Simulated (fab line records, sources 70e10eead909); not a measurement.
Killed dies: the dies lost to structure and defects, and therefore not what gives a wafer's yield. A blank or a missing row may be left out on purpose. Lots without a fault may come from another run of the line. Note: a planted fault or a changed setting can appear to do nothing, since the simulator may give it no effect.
Chamber matching ; flow nandHarc ; 4 sister chambers for NHARC_P_M2_STRIP_18 on rieDiel-05
The step strips in N2/H2. 24 wafers are shown with their chamber, then 12 later ones without.

## EACH WAFER AND ITS CHAMBER
wafer;chamber;rfVppV (V);oesProductAu (a.u.);throttleValvePct (%)
L075.2;2;91.1;0.996;14.177
L075.3;0;90.5;0.999;14.177
L075.6;0;91.7;1.006;14.178
L077.3;1;90.2;1.008;14.181
L077.4;2;90.8;0.996;14.156
L077.5;2;92.2;0.999;14.183
L078.3;2;91.1;0.989;14.178
L078.5;1;89.8;1.006;14.187
L078.6;2;90.9;0.999;14.183
L080.1;1;89.4;0.999;14.179
L080.4;3;89.9;0.998;14.179
L080.5;1;89.8;1.011;14.176
L084.1;1;90.8;0.999;14.179
L084.2;0;91.8;1.009;14.175
L084.6;3;91.2;0.987;14.185
L086.1;2;89.3;0.999;14.163
L086.4;0;91.9;0.997;14.170
L086.5;1;89.0;0.983;14.186
L088.2;1;88.4;1.006;14.178
L088.3;3;90.8;0.987;14.183
L088.5;0;91.8;1.011;14.159
L091.1;3;90.8;0.986;14.184
L091.2;0;91.3;1.001;14.175
L091.6;0;92.0;1.004;14.175

SIGNATURES, as means of the wafers listed above
reading;chamber 0;chamber 1;chamber 2;chamber 3;scatter within a chamber
rfVppV;91.571;89.629;90.900;90.675;0.728
oesProductAu;1.00386;1.00171;0.99633;0.98950;0.00656
throttleValvePct;14.17271;14.18086;14.17333;14.18275;0.00711
Rule: a wafer's distance from a chamber is the root of the sum, over the readings, of the square of ((its reading less the chamber's mean) divided by the reading's scatter). The wafer belongs to the nearest chamber; if the next one is less than 2 further off, it can't be placed. The scatter is the square root of a quotient: the sum, over the shown wafers, of each reading's squared deviation from its chamber's mean, divided by wafers minus chambers.

## WAFERS WITHOUT THEIR CHAMBER
wafer;rfVppV (V);oesProductAu (a.u.);throttleValvePct (%)
L092.2;89.4;0.995;14.159
L092.5;89.6;0.989;14.176
L092.6;91.1;0.993;14.162
L094.1;90.2;0.996;14.160
L094.3;92.5;1.005;14.173
L094.4;89.7;0.998;14.166
L095.2;91.3;0.985;14.171
L095.3;92.4;0.997;14.180
L095.6;91.3;0.995;14.152
L096.4;92.7;1.007;14.177
L096.5;91.7;1.000;14.175
L096.6;91.5;1.012;14.173

## EACH ONE'S CHAMBER
wafer;from the rows above;in truth
L092.2;can't be placed: 2 or 1 or 0 or 3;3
L092.5;can't be placed: 3 or 1 or 2 or 0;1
L092.6;can't be placed: 2 or 0 or 3 or 1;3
L094.1;can't be placed: 2 or 0 or 1 or 3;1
L094.3;can't be placed: 0 or 2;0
L094.4;can't be placed: 2 or 1 or 0 or 3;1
L095.2;can't be placed: 2 or 3 or 0 or 1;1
L095.3;can't be placed: 0 or 2 or 3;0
L095.6;can't be placed: 2 or 0 or 3 or 1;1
L096.4;can't be placed: 0 or 2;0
L096.5;can't be placed: 0 or 2 or 3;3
L096.6;can't be placed: 0 or 2 or 1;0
Correctly placed: 0 of 12. These rows do not allow placing 12 (true chamber among the candidates in 12). Wrongly placed: 0.
